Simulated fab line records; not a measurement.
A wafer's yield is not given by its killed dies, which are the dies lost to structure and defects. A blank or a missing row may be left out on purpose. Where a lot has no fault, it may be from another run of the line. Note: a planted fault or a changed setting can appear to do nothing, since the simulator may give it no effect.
Chamber matching / flow n5 finfet / rie diel-04 running N5_BEOL_M0_SAQP_ETCH_73: 4 sister chambers
The step etches SiARC in CF4, target depth 19.5 nm, time 32.5 s. 22 wafers are shown with their chamber, then 11 later ones without.

== WAFERS, EACH WITH ITS CHAMBER ==
wafer=L076.2; chamber=1; drypump motor current A (A)=6.2; showerhead plenum p Torr (Torr)=2.23; throttle valve pct (%)=15.44
wafer=L076.3; chamber=3; drypump motor current A (A)=5.9; showerhead plenum p Torr (Torr)=2.05; throttle valve pct (%)=15.78
wafer=L076.4; chamber=0; drypump motor current A (A)=5.3; showerhead plenum p Torr (Torr)=2.22; throttle valve pct (%)=15.59
wafer=L077.3; chamber=2; drypump motor current A (A)=4.9; showerhead plenum p Torr (Torr)=2.21; throttle valve pct (%)=15.66
wafer=L077.4; chamber=3; drypump motor current A (A)=5.9; showerhead plenum p Torr (Torr)=2.05; throttle valve pct (%)=15.78
wafer=L077.5; chamber=2; drypump motor current A (A)=4.9; showerhead plenum p Torr (Torr)=2.22; throttle valve pct (%)=15.64
wafer=L081.2; chamber=0; drypump motor current A (A)=5.3; showerhead plenum p Torr (Torr)=2.22; throttle valve pct (%)=15.60
wafer=L081.3; chamber=1; drypump motor current A (A)=6.3; showerhead plenum p Torr (Torr)=2.23; throttle valve pct (%)=15.46
wafer=L081.6; chamber=0; drypump motor current A (A)=5.3; showerhead plenum p Torr (Torr)=2.22; throttle valve pct (%)=15.61
wafer=L082.1; chamber=0; drypump motor current A (A)=5.3; showerhead plenum p Torr (Torr)=2.22; throttle valve pct (%)=15.61
wafer=L082.4; chamber=2; drypump motor current A (A)=4.9; showerhead plenum p Torr (Torr)=2.21; throttle valve pct (%)=15.65
wafer=L082.5; chamber=2; drypump motor current A (A)=4.9; showerhead plenum p Torr (Torr)=2.21; throttle valve pct (%)=15.65
wafer=L088.1; chamber=3; drypump motor current A (A)=5.9; showerhead plenum p Torr (Torr)=2.04; throttle valve pct (%)=15.82
wafer=L088.2; chamber=1; drypump motor current A (A)=6.3; showerhead plenum p Torr (Torr)=2.22; throttle valve pct (%)=15.50
wafer=L088.5; chamber=2; drypump motor current A (A)=4.9; showerhead plenum p Torr (Torr)=2.21; throttle valve pct (%)=15.70
wafer=L089.3; chamber=2; drypump motor current A (A)=4.9; showerhead plenum p Torr (Torr)=2.21; throttle valve pct (%)=15.67
wafer=L089.5; chamber=2; drypump motor current A (A)=4.9; showerhead plenum p Torr (Torr)=2.21; throttle valve pct (%)=15.68
wafer=L089.6; chamber=3; drypump motor current A (A)=5.9; showerhead plenum p Torr (Torr)=2.04; throttle valve pct (%)=15.82
wafer=L090.1; chamber=2; drypump motor current A (A)=4.9; showerhead plenum p Torr (Torr)=2.21; throttle valve pct (%)=15.69
wafer=L090.4; chamber=3; drypump motor current A (A)=5.9; showerhead plenum p Torr (Torr)=2.04; throttle valve pct (%)=15.83
wafer=L090.5; chamber=2; drypump motor current A (A)=4.9; showerhead plenum p Torr (Torr)=2.21; throttle valve pct (%)=15.68
wafer=L091.2; chamber=2; drypump motor current A (A)=4.9; showerhead plenum p Torr (Torr)=2.21; throttle valve pct (%)=15.68

SIGNATURES, as means of the wafers listed above
reading=drypump motor current A; chamber 0=5.300; chamber 1=6.267; chamber 2=4.900; chamber 3=5.900; scatter within a chamber=0.0192
reading=showerhead plenum p Torr; chamber 0=2.2200; chamber 1=2.2267; chamber 2=2.2110; chamber 3=2.0440; scatter within a chamber=0.00392
reading=throttle valve pct; chamber 0=15.6025; chamber 1=15.4667; chamber 2=15.6700; chamber 3=15.8060; scatter within a chamber=0.0209
Rule: a wafer's distance from a chamber is the root of the sum, over the readings, of the square of ((its reading less the chamber's mean) divided by the reading's scatter). The wafer belongs to the nearest chamber; if the next one is less than 2 further off, it can't be placed. The scatter: the root of (the sum of the squares of (reading less its chamber's mean) over the shown wafers, divided by (wafers less chambers)).

== WAFERS WITH NO CHAMBER GIVEN ==
wafer=L091.3; drypump motor current A (A)=5.3; showerhead plenum p Torr (Torr)=2.21; throttle valve pct (%)=15.63
wafer=L091.5; drypump motor current A (A)=6.2; showerhead plenum p Torr (Torr)=2.22; throttle valve pct (%)=15.47
wafer=L092.1; drypump motor current A (A)=5.3; showerhead plenum p Torr (Torr)=2.21; throttle valve pct (%)=15.63
wafer=L092.4; drypump motor current A (A)=4.9; showerhead plenum p Torr (Torr)=2.21; throttle valve pct (%)=15.68
wafer=L092.6; drypump motor current A (A)=4.9; showerhead plenum p Torr (Torr)=2.21; throttle valve pct (%)=15.68
wafer=L094.3; drypump motor current A (A)=6.2; showerhead plenum p Torr (Torr)=2.22; throttle valve pct (%)=15.52
wafer=L094.4; drypump motor current A (A)=5.3; showerhead plenum p Torr (Torr)=2.21; throttle valve pct (%)=15.64
wafer=L094.6; drypump motor current A (A)=5.3; showerhead plenum p Torr (Torr)=2.21; throttle valve pct (%)=15.65
wafer=L097.3; drypump motor current A (A)=6.2; showerhead plenum p Torr (Torr)=2.22; throttle valve pct (%)=15.51
wafer=L097.4; drypump motor current A (A)=5.3; showerhead plenum p Torr (Torr)=2.21; throttle valve pct (%)=15.66
wafer=L097.6; drypump motor current A (A)=6.3; showerhead plenum p Torr (Torr)=2.22; throttle valve pct (%)=15.52

== EACH ONE'S CHAMBER ==
wafer=L091.3; from the rows above=0; in truth=0
wafer=L091.5; from the rows above=1; in truth=1
wafer=L092.1; from the rows above=0; in truth=0
wafer=L092.4; from the rows above=2; in truth=2
wafer=L092.6; from the rows above=2; in truth=2
wafer=L094.3; from the rows above=1; in truth=1
wafer=L094.4; from the rows above=0; in truth=0
wafer=L094.6; from the rows above=0; in truth=0
wafer=L097.3; from the rows above=1; in truth=1
wafer=L097.4; from the rows above=0; in truth=0
wafer=L097.6; from the rows above=1; in truth=1
Correct placement for 11 of the 11. Number that these rows cannot place: 0. Placed wrongly: 0.
